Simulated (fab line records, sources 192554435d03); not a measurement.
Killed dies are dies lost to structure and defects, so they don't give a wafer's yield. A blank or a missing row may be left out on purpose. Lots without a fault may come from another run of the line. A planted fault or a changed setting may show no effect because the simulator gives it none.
fab line records | flow n5_finfet
record lots=11 wafers=27 last_day=17
route steps=1938 shown BEOL_M15@1787 PASSIVATION@1936
lots that met no fault: from a run of the same line without faults
start_h: hours from the record's first day to the start of the lot's first wafer shown | wait_h: hours since the lot's step before | " the same as in the row above | L1.1+2: a row that stands for several wafers | - no value, or no start given | * or withheld: withheld | < > ~ a bound
route shown NAME@n: a module of which the file shows steps, and the number in the route of the first | usual: mean/standard deviation of fault-free wafers | same: alike in all rows | chamber/n: place in a boat | sites: the reading at each site | _std_site: their standard deviation | _edge_site: outer sites' mean less inner sites' | radius_mm: how far each site lies from the wafer's centre | mask NAME#n: copy n | behind: the tool/chamber that last shaped the wafer | hold: why the lot was held/for how many hours/how that ended | device: the transistor (n, p or np) that didn't switch | end of line: the same wafers' tests at the end of the route | a step without rows: its recipe alone | killed: dies lost to structure and defects at the first sort, not the wafer's yield | map: a wafer's dies, x killed, . not, _ none there
set.NAME: the setting as run; set.NAME@STEP: as run at that earlier step | model.NAME: the simulator's own value behind a step, which no gauge read
steps of the route over a sample of lots; a table a step, a row a wafer
services: from which hour (start_h, from the record's first day; less than 0 if before it) a tool's chamber was out of use, for how many hours, and why
## steps
# step N5_BEOL_M15_ETCH_59
# recipe chemistry=N2/H2 target=BARC target_depth_a=890 overetch_a=267 time_s=67.9 ion_energy_ev=200 pressure_mtorr=30 source_w=840 bias_w=150 n2_flow_sccm=200 h2_flow_sccm=200
# usual bias_w=150.0/0.45 chamber_pressure_mTorr=30.009/0.026 drypump_motor_current_A=5.5/0.34 h2_flow_sccm=200.1/0.58 oes_product_au=0.70/0.084 rf_vpp_V=524.5/1.9 showerhead_plenum_p_Torr=2.55/0.065 throttle_valve_pct=17.86/0.28
# columns lot.wafer tool chamber start_h wait_h bias_w chamber_pressure_mTorr drypump_motor_current_A h2_flow_sccm oes_product_au rf_hours_counter_h rf_vpp_V showerhead_plenum_p_Torr throttle_valve_pct
L888.1 rie_diel-01 0 241.93 0.0 149.8 29.985 5.3 200.3 0.71 55 525.1 2.56 17.91
L888.4 " 3 " " 150.7 30.024 5.2 200.1 0.59 245 523.8 2.50 18.14
L891.4 rie_diel-02 2 257.27 0.0 149.3 30.057 5.7 199.1 0.79 16 525.0 2.57 17.32
L891.5 " 3 " " 149.6 30.010 5.8 199.7 0.85 - 521.8 2.50 17.83
L891.6 " 2 " " 150.6 29.992 5.6 200.7 0.79 - 524.1 2.57 17.32
L890.2 rie_diel-06 0 259.76 0.0 150.2 29.963 5.3 199.5 0.62 181 526.8 2.65 17.98
L890.5 " 1 " " 150.3 30.024 6.0 200.4 0.58 - 525.8 2.62 18.31
L893.2 rie_diel-01 2 264.90 0.0 149.7 29.988 5.9 199.9 0.60 237 524.2 2.50 18.39
L893.3 " 1 " " 150.7 30.015 5.5 201.3 0.63 186 525.8 2.63 17.99
L893.6 " 1 " " 150.2 30.022 5.5 200.0 0.63 - 524.4 2.63 18.00
L898.3 rie_diel-02 3 307.83 0.0 150.3 29.981 5.7 200.2 0.80 10 522.2 2.49 17.85
L898.6 " 3 " " 150.0 30.031 5.8 201.5 0.80 - 522.8 2.49 17.86
L900.2 rie_diel-01 2 325.10 0.0 149.5 29.963 5.9 200.2 0.86 1 523.3 2.50 18.03
L900.4 " 3 " " 148.9 30.014 5.2 200.3 0.80 10 521.9 2.49 17.78
L899.1 rie_diel-06 1 326.22 0.0 150.1 30.032 6.0 199.4 0.80 4 525.5 2.61 17.88
L899.4 " 3 " " 149.8 30.042 4.9 200.1 0.81 10 530.0 2.69 17.83
L903.3 rie_diel-01 1 347.27 0.0 149.5 30.056 5.5 200.4 0.61 216 527.2 2.61 18.04
L903.4 " 2 " " 150.2 29.983 5.9 199.2 0.83 8 523.0 2.50 18.03
L903.6 " 3 " " 150.4 29.993 5.2 200.3 0.78 - 523.1 2.49 17.79
L906.1 rie_diel-01 1 357.49 0.0 150.6 30.040 5.5 199.6 0.60 220 525.5 2.61 18.05
L906.4 " 3 " " 149.9 30.006 5.2 200.7 0.78 21 520.7 2.49 17.82
L906.6 " 3 " " 149.7 30.015 5.2 200.3 0.78 - 520.4 2.49 17.81
L910.4 rie_diel-01 0 380.21 0.0 149.5 30.041 5.3 199.3 0.68 89 524.8 2.55 17.99
L910.5 " 0 " " 149.5 30.002 5.3 200.4 0.68 - 524.8 2.55 17.99
L910.6 " 3 " " 150.7 30.000 5.2 199.7 0.76 - 521.8 2.48 17.83
L911.2 rie_diel-02 0 395.53 0.0 149.4 29.996 5.9 199.2 0.67 113 524.4 2.53 17.62
L911.5 " 2 " " 149.9 30.026 5.7 200.3 0.72 - 525.6 2.55 17.41
# step N5_BEOL_M15_PEB_26
# recipe peb_temp_c=130 peb_time_s=90
# usual chill_plate_temp_C=22.98/0.1 heater_power_total_W=172.4/0.77 plate_temp_C=130.01/0.14
# columns lot.wafer tool chamber start_h wait_h chill_plate_temp_C heater_power_total_W plate_temp_C
L888.1 litho_track-05 0 243.15 0.1 23.01 173.4 130.03
L888.4 " 0 " " 23.05 173.6 129.93
L891.4 litho_track-05 0 258.50 0.0 23.19 172.7 129.93
L891.5 " 0 " " 23.19 172.7 130.05
L891.6 " 0 " " 23.11 171.2 129.79
L890.2 litho_track-01 0 261.10 0.0 22.82 172.7 129.97
L890.5 " 0 " " 22.97 171.9 130.13
L893.2 litho_track-05 0 266.25 0.0 23.05 173.4 130.06
L893.3 " 0 " " 22.96 172.5 130.04
L893.6 " 0 " " 22.80 172.8 130.03
L898.3 litho_track-05 0 309.05 0.0 23.18 172.7 129.98
L898.6 " 0 " " 23.20 171.0 130.07
L900.2 litho_track-01 0 326.67 0.0 22.97 171.9 130.12
L900.4 " 0 " " 22.91 172.8 129.94
L899.1 litho_track-01 0 327.48 0.1 23.09 172.8 129.94
L899.4 " 0 " " 22.94 171.4 129.95
L903.3 litho_track-01 0 348.83 0.0 22.94 172.2 130.37
L903.4 " 0 " " 22.96 172.1 130.00
L903.6 " 0 " " 22.91 172.7 130.11
L906.1 litho_track-01 0 359.06 0.1 22.93 167.2 126.89
L906.4 " 0 " " 23.02 165.2 126.93
L906.6 " 0 " " 22.93 166.4 126.86
L910.4 litho_track-01 0 381.43 0.0 22.79 167.5 126.91
L910.5 " 0 " " 22.78 165.9 126.74
L910.6 " 0 " " 22.70 167.5 126.74
L911.2 litho_track-05 0 396.88 0.0 23.06 171.1 130.03
L911.5 " 0 " " 22.85 172.9 130.18
# step N5_BEOL_M15_CD_MEAS_28
# recipe target_cd_nm=407.6 landing_energy_ev=500 detector=se_inlens
# usual cd_nm=407/3
# columns lot.wafer tool chamber start_h wait_h cd_nm
L888.1 cd_sem-02 0 243.26 - 404
L888.4 " 0 " " 403
L891.4 cd_sem-03 0 258.61 - 404
L891.5 " 0 " " 404
L891.6 " 0 " " 407
L890.2 cd_sem-03 0 261.22 - 412
L890.5 " 0 " " 410
L893.2 cd_sem-01 0 266.37 - 407
L893.3 " 0 " " 404
L893.6 " 0 " " 404
L898.3 cd_sem-03 0 309.17 - 405
L898.6 " 0 " " 404
L900.2 cd_sem-01 0 326.79 - 408
L900.4 " 0 " " 407
L899.1 cd_sem-01 0 327.59 - 408
L899.4 " 0 " " 409
L903.3 cd_sem-02 0 348.94 - 414
L903.4 " 0 " " 411
L903.6 " 0 " " 413
L906.1 cd_sem-03 0 359.18 - 391
L906.4 " 0 " " 395
L906.6 " 0 " " 390
L910.4 cd_sem-01 0 381.55 - 400
L910.5 " 0 " " 398
L910.6 " 0 " " 398
L911.2 cd_sem-03 0 396.99 - 405
L911.5 " 0 " " 404
# step N5_BEOL_M15_INSPECT_30
# recipe mode=adi inspect_instrument=macro
# usual raw_defect_count=1.9/1.4
# columns lot.wafer tool chamber start_h wait_h raw_defect_count
L888.1 defect_inspect-02 - 243.32 0.0 1
L888.4 " - " " 0
L891.4 defect_inspect-01 - 258.66 0.0 3
L891.5 " - " " 1
L891.6 " - " " 3
L890.2 defect_inspect-01 - 261.27 0.0 2
L890.5 " - " " 2
L893.2 defect_inspect-02 - 266.42 0.0 1
L893.3 " - " " 1
L893.6 " - " " 2
L898.3 defect_inspect-01 - 309.22 0.0 2
L898.6 " - " " 2
L900.2 defect_inspect-02 - 326.84 0.0 2
L900.4 " - " " 4
L899.1 defect_inspect-01 - 327.64 0.0 4
L899.4 " - " " 2
L903.3 defect_inspect-02 - 349.00 0.0 1
L903.4 " - " " 0
L903.6 " - " " 2
L906.1 defect_inspect-02 - 359.23 0.0 2
L906.4 " - " " 2
L906.6 " - " " 1
L910.4 defect_inspect-02 - 381.60 0.0 2
L910.5 " - " " 0
L910.6 " - " " 7
L911.2 defect_inspect-01 - 397.05 0.0 3
L911.5 " - " " 1
# step N5_BEOL_M15_STRIP_62
# recipe chemistry=O2 power_w=600 temp_c=60 pressure_mtorr=30 rf_frequency_hz=6e+07 bias_power_w=0 overash_fraction=0.3 o2_flow_sccm=225
# usual chamber_pressure_mTorr=30.004/0.028 drypump_motor_current_A=5.54/0.3 oes_product_au=0.81/0.1 rf_vpp_V=3.6/0.5 showerhead_plenum_p_Torr=2.11/0.048 throttle_valve_pct=16.73/0.24
# columns lot.wafer tool chamber start_h wait_h chamber_pressure_mTorr drypump_motor_current_A oes_product_au rf_hours_counter_h rf_vpp_V showerhead_plenum_p_Torr throttle_valve_pct
L888.1 rie_diel-01 2 - - 30.016 5.86 0.70 230 3.1 2.05 17.00
L888.4 " 0 " " 29.992 5.28 0.85 56 3.1 2.13 16.90
L891.4 rie_diel-06 2 - - 29.999 5.05 0.84 - 3.4 2.15 16.76
L891.5 " 3 " " 30.024 4.89 0.68 - 3.1 1.98 17.24
L891.6 " 0 " " 29.995 5.32 0.72 - 3.5 2.20 16.77
L890.2 rie_diel-01 1 - - 29.996 5.50 0.72 185 3.9 2.15 16.76
L890.5 " 1 " " 29.994 5.50 0.72 - 3.9 2.15 16.72
L893.2 rie_diel-01 3 - - 29.994 5.21 0.66 254 3.6 2.07 17.05
L893.3 " 2 " " 29.981 5.88 0.70 238 4.2 2.04 17.01
L893.6 " 1 " " 29.991 5.52 0.72 - 4.1 2.15 16.75
L898.3 rie_diel-02 0 - - 30.009 5.87 0.82 84 3.5 2.13 16.72
L898.6 " 3 " " 29.998 5.71 0.94 - 4.4 2.06 16.63
L900.2 rie_diel-02 2 - - 29.987 5.63 0.89 40 3.2 2.10 16.19
L900.4 " 2 " " 29.956 5.63 0.90 - 2.9 2.10 16.17
L899.1 rie_diel-01 2 - - 30.020 5.82 1.01 2 3.6 2.04 16.60
L899.4 " 1 " " 29.996 5.55 0.70 211 3.9 2.14 16.79
L903.3 rie_diel-06 3 - - 29.986 4.92 0.95 18 4.4 2.23 16.84
L903.4 " 2 " " 30.047 5.04 0.81 118 3.6 2.14 16.84
L903.6 " 1 " " 29.984 5.97 0.93 - 3.1 2.16 16.62
L906.1 rie_diel-02 0 - - 30.014 5.84 0.79 105 3.5 2.13 16.74
L906.4 " 1 " " 29.977 5.90 0.91 11 4.1 2.09 16.34
L906.6 " 2 " " 30.019 5.68 0.88 - 3.2 2.10 16.21
L910.4 rie_diel-01 3 - - 30.018 5.19 0.89 29 4.2 2.06 16.67
L910.5 " 3 " " 29.970 5.20 0.88 - 3.7 2.06 16.68
L910.6 " 2 " " 29.990 5.88 0.95 - 4.2 2.03 16.63
L911.2 rie_diel-01 2 - - 29.975 5.83 0.93 25 4.0 2.03 16.62
L911.5 " 0 " " 30.026 5.27 0.80 - 4.2 2.12 16.96
# step N5_PASSIVATION_PROBE_49
# usual defect_limited_yield=91.3/1.5 killed_at_M0_to_M3=33/12 killed_at_M4_up=15/5.2 killed_at_contacts=12/5.1 killed_at_front_end=39/11 killed_at_other=5/3.6 killed_dies=103/18 killed_open=67/13 killed_short=33/7.8 sort_bin_5_function=5.1/0.96 sort_bin_6_memory=3.2/0.71 sort_n_pass=1077/18 sort_yield_pct=91.3/1.5
# same gross_dies=1180 killed_at_back_side=0 sort_bin_4_leakage[%]=0 sort_bin_8_speed[%]=0
# columns lot.wafer tool chamber start_h wait_h defect_limited_yield[%] killed_at_M0_to_M3 killed_at_M4_up killed_at_contacts killed_at_front_end killed_at_other killed_dies killed_open killed_short sort_bin_5_function[%] sort_bin_6_memory[%] sort_n_pass sort_yield_pct[%]
L888.1 prober-02 - 261.21 0.0 91.9 32 16 17 31 0 96 64 32 4.6 3.3 1084 91.9
L888.4 prober-02 - 261.36 0.2 88.2 47 10 14 63 5 139 84 47 6.9 3.8 1041 88.2
L898.3 prober-02 - 328.00 0.1 92.8 36 23 3 16 7 85 45 35 4.9 2.0 1095 92.8
L898.6 prober-02 - 328.15 0.3 91.3 35 16 6 43 3 103 63 40 5.5 3.2 1077 91.3
L899.1 prober-02 - 348.45 0.0 91.9 33 15 15 31 2 96 57 39 5.0 2.7 1084 91.9
L899.4 prober-02 - 348.60 0.2 91.9 34 6 28 22 5 95 56 38 4.5 3.2 1085 91.9
L906.1 prober-01 - 383.32 0.1 92.3 33 13 8 35 2 91 57 28 4.3 2.6 1089 92.3
L906.6 prober-01 - 383.57 0.3 92.1 35 20 5 32 1 93 65 27 4.9 2.8 1087 92.1
L910.4 prober-01 - 401.02 0.2 91.0 30 7 8 57 4 106 54 38 5.1 2.9 1074 91.0
# killed by level:class
L888.1 MOL_CONTACT_COAG:geometric_particle:open=14 BEOL_M2:geometric_particle:open=9 BEOL_M3:geometric_particle:open=8 FIN_SAQP:geometric_particle:open=6 DUMMY_GATE:geometric_particle:open=6 FIN_SAQP:geometric_particle:short=5 BEOL_M0_SAQP:geometric_particle:short=4 BEOL_M5:geometric_particle:open=4
L888.4 STI_FIN_REVEAL:geometric_particle:open=14 MOL_CONTACT_COAG:geometric_particle:open=11 BEOL_M2:geometric_particle:open=10 BEOL_M0_SAQP:geometric_particle:short=9 HKMG_FIN:area_etch=8 DUMMY_GATE:geometric_particle:open=7 BEOL_M3:geometric_particle:open=7 BEOL_M3:geometric_particle:short=7
L898.3 BEOL_M0_SAQP:geometric_particle:short=14 BEOL_M0_SAQP:geometric_particle:open=8 BEOL_M2:geometric_particle:open=7 BEOL_M4:geometric_particle:open=6 BEOL_M5:geometric_particle:short=4 PAD_METAL:geometric_particle:open=4 STARTING-WAFER:geometric_particle:short=4 MOL_CONTACT_COAG:geometric_particle:open=3
L898.6 BEOL_M0_SAQP:geometric_particle:short=11 DUMMY_GATE:geometric_particle:open=10 BEOL_M4:geometric_particle:open=9 STI_FIN_REVEAL:geometric_particle:open=7 MOL_CONTACT_COAG:geometric_particle:open=6 BEOL_M1:geometric_particle:open=6 BEOL_M2:geometric_particle:open=6 FIN_SAQP:geometric_particle:open=5
L899.1 MOL_CONTACT_COAG:geometric_particle:open=10 FIN_SAQP:geometric_particle:short=9 BEOL_M1:geometric_particle:open=7 BEOL_M2:geometric_particle:open=7 STI_FIN_REVEAL:geometric_particle:open=6 MOL_CONTACT_COAG:geometric_particle:short=5 BEOL_M5:geometric_particle:open=5 FIN_SAQP:geometric_particle:open=4
L899.4 MOL_CONTACT_COAG:geometric_particle:open=17 MOL_CONTACT_COAG:geometric_particle:short=11 BEOL_M1:geometric_particle:open=8 GATE_CUT:geometric_particle:open=7 BEOL_M0_SAQP:geometric_particle:short=6 BEOL_M2:geometric_particle:open=5 BEOL_M3:geometric_particle:open=4 STARTING-WAFER:geometric_particle:short=4
L906.1 STI_FIN_REVEAL:geometric_particle:open=10 BEOL_M0_SAQP:geometric_particle:short=8 MOL_CONTACT_COAG:geometric_particle:open=6 BEOL_M0_SAQP:geometric_particle:open=5 BEOL_M3:geometric_particle:open=5 BEOL_M2:geometric_particle:open=5 FIN_SAQP:geometric_particle:short=4 BEOL_M0:geometric_particle:open=4
L906.6 BEOL_M0_SAQP:geometric_particle:open=10 BEOL_M3:geometric_particle:open=10 FIN_SAQP:geometric_particle:open=9 FIN_SAQP:geometric_particle:short=9 BEOL_M4:geometric_particle:open=7 BEOL_M0_SAQP:geometric_particle:short=5 BEOL_M5:geometric_particle:open=5 STI_FIN_REVEAL:geometric_particle:open=4
L910.4 FIN_SAQP:geometric_particle:short=14 STI_FIN_REVEAL:geometric_particle:open=12 FIN_SAQP:geometric_particle:open=10 HKMG_FIN:area_etch=10 BEOL_M0_SAQP:geometric_particle:short=8 BEOL_M3:geometric_particle:open=8 BEOL_M0_SAQP:geometric_particle:open=7 MOL_CONTACT_COAG:geometric_particle:open=5
## services
# columns tool chamber start_h hours kind
rie_diel-01 2 220.13 3.2 repair
rie_diel-02 3 236.85 - clean
rie_diel-02 3 236.85 - consumable_replace:focus_ring
rie_diel-02 3 236.85 19.3 scheduled_down
rie_diel-02 3 236.85 19.3 vent_cycle
rie_diel-02 3 266.56 10.3 repair
rie_diel-06 3 276.06 - clean
rie_diel-06 3 276.06 - consumable_replace:focus_ring
rie_diel-01 3 276.92 - clean
rie_diel-01 3 276.92 - consumable_replace:focus_ring
rie_diel-01 3 276.92 17.9 scheduled_down
rie_diel-01 3 276.92 17.9 vent_cycle
rie_diel-01 2 298.99 - clean
rie_diel-01 2 298.99 - consumable_replace:focus_ring
rie_diel-01 2 298.99 20.1 scheduled_down
rie_diel-01 2 298.99 20.1 vent_cycle
rie_diel-02 1 304.80 - clean
rie_diel-02 1 304.80 - consumable_replace:focus_ring
rie_diel-02 1 304.80 19.5 scheduled_down
rie_diel-02 1 304.80 19.5 vent_cycle
rie_diel-02 3 320.24 22.2 repair
rie_diel-01 0 350.91 2.9 repair
rie_diel-06 2 352.76 1.7 repair
rie_diel-02 1 356.52 10.3 repair
## key
first_sign step=N5_BEOL_M15_PEB_26 reading=plate_temp_C direction=down sigmas=23 usual=* struck=*
effect step=N5_BEOL_M15_PEB_26 reading=heater_power_total_W direction=down sigmas=7.6 usual=* struck=*
effect step=N5_BEOL_M15_CD_MEAS_28 reading=cd_nm direction=down sigmas=3.7 usual=407 struck=395 through=control_loop
met_at N5_BEOL_M15_PEB_26
struck_lots L906,L910
loop_trim step=N5_BEOL_M15_EXPOSE_25 setting=dose lots=L910
baseline_loss step=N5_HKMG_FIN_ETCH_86 wafers=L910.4
not_acting_at N5_BEOL_M15_ETCH_59,N5_BEOL_M15_INSPECT_30,N5_BEOL_M15_STRIP_62
onset_between 348.83 359.06
fault kind=process_parameter_drift tool=litho_track-01 chamber=- onset_h=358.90 steps=N5_BEOL_M15_PEB_26 channel=peb_temp_c offset=* shape=step end_h=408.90 acts_in=* stated=*
# loop_trim: a control loop set the setting to another value than it would have without faults
# baseline_loss: these wafers lose ten dies or more at that step, a loss of the line's own and not of a fault; the sort's usual values leave them out
